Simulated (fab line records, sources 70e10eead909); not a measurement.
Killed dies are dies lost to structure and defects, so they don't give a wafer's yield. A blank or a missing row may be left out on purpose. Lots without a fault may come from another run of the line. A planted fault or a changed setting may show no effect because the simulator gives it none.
Chamber matching | flow nand_harc | NHARC_P_CONTACT_DESCUM_17 on rie_diel-12: 4 sister chambers
The step chemistry O2, time 3 s. 8 wafers are shown with their chamber, then 10 later ones without.

WAFERS WITH THEIR CHAMBER
wafer  | chamber | oes_product_au (a.u.) | throttle_valve_pct (%)
L078.6 | 3       | 0.991                 | 11.324
L081.4 | 3       | 0.987                 | 11.307
L081.5 | 2       | 1.019                 | 11.305
L082.3 | 2       | 1.015                 | 11.314
L082.4 | 0       | 0.989                 | 11.304
L082.5 | 1       | 1.009                 | 11.319
L084.1 | 0       | 1.007                 | 11.301
L084.4 | 1       | 1.015                 | 11.308

WAFERS WITHOUT THEIR CHAMBER
wafer  | oes_product_au (a.u.) | throttle_valve_pct (%)
L084.5 | 1.009                 | 11.305
L087.1 | 0.990                 | 11.300
L087.2 | 0.994                 | 11.310
L087.3 | 1.022                 | 11.313
L089.2 | 0.997                 | 11.323
L089.4 | 1.018                 | 11.317
L089.5 | 0.989                 | 11.316
L090.2 | 0.998                 | 11.291
L090.4 | 1.015                 | 11.301
L090.5 | 1.019                 | 11.315

WHICH CHAMBER EACH WENT THROUGH
wafer  | from the rows above               | in truth
L084.5 | can't be placed: 1 or 2 or 0 or 3 | 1
L087.1 | can't be placed: 0 or 3           | 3
L087.2 | can't be placed: 3 or 0 or 1      | 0
L087.3 | can't be placed: 2 or 1           | 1
L089.2 | can't be placed: 3 or 1 or 0 or 2 | 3
L089.4 | can't be placed: 2 or 1           | 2
L089.5 | 3                                 | 3
L090.2 | can't be placed: 0 or 3           | 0
L090.4 | can't be placed: 2 or 1 or 0      | 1
L090.5 | can't be placed: 2 or 1           | 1
Placed correctly: 1 of 10. Can't be placed from these rows: 9 (the true chamber is among the candidates in 9). Placed wrongly: 0.
How it was worked out, from the rows above alone: a wafer's distance from a chamber is the root of the sum, over the readings, of the square of ((its reading less the chamber's mean) divided by the reading's scatter). The wafer belongs to the nearest chamber; if the next one is less than 2 further off, it can't be placed. A chamber's mean is the mean of its shown wafers. The scatter: the root of (the sum of the squares of (reading less its chamber's mean) over the shown wafers, divided by (wafers less chambers)).
